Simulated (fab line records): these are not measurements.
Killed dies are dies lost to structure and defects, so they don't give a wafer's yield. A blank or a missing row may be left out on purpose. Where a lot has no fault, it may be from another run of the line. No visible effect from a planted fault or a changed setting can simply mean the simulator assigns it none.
Split-lot trial :: flow n5 finfet :: 21 wafers read from 7 lots, route of 1938 steps

ABOUT THE SPLIT
At N5_BEOL_M2_DESCUM_33 (chemistry O2, time 7 s), the setting time s was moved away from the recipe's 7 s on 4 of the 21 wafers read, by +18.8% to +21.9%. This setting was run at the recipe's value on the other wafers.

The reading comes from the split's own step.

THE READING
CAR-EUV_of_BEOL_M2_COAT_22.thk nm (the simulator's own value, which no gauge read), in nm, at N5_BEOL_M2_DESCUM_33 (chemistry O2, time 7 s). There is no usual value for it anywhere in the file. Here, 17 wafers ran the recipe; their average is 26.1 nm with a standard deviation of 0.091 nm.

wafer: L077.2
tool, chamber at the split: rie diel-01, 3
time s as run, s: 8.316
against the recipe: +18.8%
CAR-EUV_of_BEOL_M2_COAT_22.thk nm, nm: 25.6
against lot-mates on the recipe: -0.4

wafer: L077.3
tool, chamber at the split: rie diel-01, 0
time s as run, s: 8.316
against the recipe: +18.8%
CAR-EUV_of_BEOL_M2_COAT_22.thk nm, nm: 25.4
against lot-mates on the recipe: -0.6

wafer: L077.5
tool, chamber at the split: rie diel-01, 0
time s as run, s: 7
against the recipe: recipe
CAR-EUV_of_BEOL_M2_COAT_22.thk nm, nm: 26
against lot-mates on the recipe: -

wafer: L079.2
tool, chamber at the split: rie diel-01, 0,0,3
time s as run, s: 7
against the recipe: recipe
CAR-EUV_of_BEOL_M2_COAT_22.thk nm, nm: 26
against lot-mates on the recipe: -

wafer: L079.4
tool, chamber at the split: rie diel-01, 0,0,3
time s as run, s: 7
against the recipe: recipe
CAR-EUV_of_BEOL_M2_COAT_22.thk nm, nm: 26
against lot-mates on the recipe: -

wafer: L079.6
tool, chamber at the split: rie diel-01, 0,0,3
time s as run, s: 7
against the recipe: recipe
CAR-EUV_of_BEOL_M2_COAT_22.thk nm, nm: 26
against lot-mates on the recipe: -

wafer: L081.4
tool, chamber at the split: rie diel-01, 2
time s as run, s: 7
against the recipe: recipe
CAR-EUV_of_BEOL_M2_COAT_22.thk nm, nm: 26
against lot-mates on the recipe: -

wafer: L081.5
tool, chamber at the split: rie diel-01, 0,3
time s as run, s: 7
against the recipe: recipe
CAR-EUV_of_BEOL_M2_COAT_22.thk nm, nm: 26.2
against lot-mates on the recipe: -

wafer: L081.6
tool, chamber at the split: rie diel-01, 0,3
time s as run, s: 7
against the recipe: recipe
CAR-EUV_of_BEOL_M2_COAT_22.thk nm, nm: 26.2
against lot-mates on the recipe: -

wafer: L083.2
tool, chamber at the split: rie diel-04, 1,2,2
time s as run, s: 7
against the recipe: recipe
CAR-EUV_of_BEOL_M2_COAT_22.thk nm, nm: 26.2
against lot-mates on the recipe: -

wafer: L083.3
tool, chamber at the split: rie diel-04, 1,2,2
time s as run, s: 7
against the recipe: recipe
CAR-EUV_of_BEOL_M2_COAT_22.thk nm, nm: 26.2
against lot-mates on the recipe: -

wafer: L083.5
tool, chamber at the split: rie diel-04, 1,2,2
time s as run, s: 7
against the recipe: recipe
CAR-EUV_of_BEOL_M2_COAT_22.thk nm, nm: 26.2
against lot-mates on the recipe: -

wafer: L084.1
tool, chamber at the split: rie diel-04, 1,3
time s as run, s: 8.536
against the recipe: +21.9%
CAR-EUV_of_BEOL_M2_COAT_22.thk nm, nm: 25.2
against lot-mates on the recipe: -0.8

wafer: L084.4
tool, chamber at the split: rie diel-04, 1,3
time s as run, s: 8.536
against the recipe: +21.9%
CAR-EUV_of_BEOL_M2_COAT_22.thk nm, nm: 25.2
against lot-mates on the recipe: -0.8

wafer: L084.6
tool, chamber at the split: rie diel-04, 2
time s as run, s: 7
against the recipe: recipe
CAR-EUV_of_BEOL_M2_COAT_22.thk nm, nm: 26
against lot-mates on the recipe: -

wafer: L090.3
tool, chamber at the split: rie diel-04, 1,0,0
time s as run, s: 7
against the recipe: recipe
CAR-EUV_of_BEOL_M2_COAT_22.thk nm, nm: 26
against lot-mates on the recipe: -

wafer: L090.4
tool, chamber at the split: rie diel-04, 1,0,0
time s as run, s: 7
against the recipe: recipe
CAR-EUV_of_BEOL_M2_COAT_22.thk nm, nm: 26
against lot-mates on the recipe: -

wafer: L090.5
tool, chamber at the split: rie diel-04, 1,0,0
time s as run, s: 7
against the recipe: recipe
CAR-EUV_of_BEOL_M2_COAT_22.thk nm, nm: 26
against lot-mates on the recipe: -

wafer: L092.1
tool, chamber at the split: rie diel-03, 3,2,1
time s as run, s: 7
against the recipe: recipe
CAR-EUV_of_BEOL_M2_COAT_22.thk nm, nm: 26
against lot-mates on the recipe: -

wafer: L092.2
tool, chamber at the split: rie diel-03, 3,2,1
time s as run, s: 7
against the recipe: recipe
CAR-EUV_of_BEOL_M2_COAT_22.thk nm, nm: 26
against lot-mates on the recipe: -

wafer: L092.4
tool, chamber at the split: rie diel-03, 3,2,1
time s as run, s: 7
against the recipe: recipe
CAR-EUV_of_BEOL_M2_COAT_22.thk nm, nm: 26
against lot-mates on the recipe: -
The file does not say which wafer passed through which chamber wherever a row lists several chambers: such a row stands for several wafers.

FIT RESULTS
A straight line over all 21 wafers: CAR-EUV_of_BEOL_M2_COAT_22.thk nm changes by -0.0352 nm for each +1% of time s; r = -0.95; the points scatter about the line by 0.1 nm.
The same after taking each lot's own level away (the mean of its wafers on the recipe; 21 wafers): -0.0324 nm for each +1%; r = -0.97; scatter 0.067 nm.
Per that fit: largest time s move, reading shift of 0.71 nm.
Measured against the standard deviation above, the lots' own levels, which go from 26.00 to 26.20 nm, span 2.2 times it.
The two slopes are in agreement: the lot-to-lot level therefore moves the slope only a little.
Check: for one of the wafers moved furthest among these (+21.9%), held out of the fit, the line's prediction against its lot-mates is -0.671 nm. Against them it came out at -0.8 nm.

THE OTHER SPLITS THESE WAFERS WENT THROUGH
Note: prior to the reading, these wafers also went through further splits. Each is held against what the fit with the lots' levels taken away leaves over:
other split on the same wafers: N5_BEOL_M2_EXPOSE_25 dose mj
wafers away from the commonest value: 7
r with CAR-EUV_of_BEOL_M2_COAT_22.thk nm (lot level and that fit taken away): +0.31

FILE'S OWN FIT
CAR-EUV_of_BEOL_M2_COAT_22.thk nm changes by -0.0323 nm for each +1% of time s, r = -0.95.
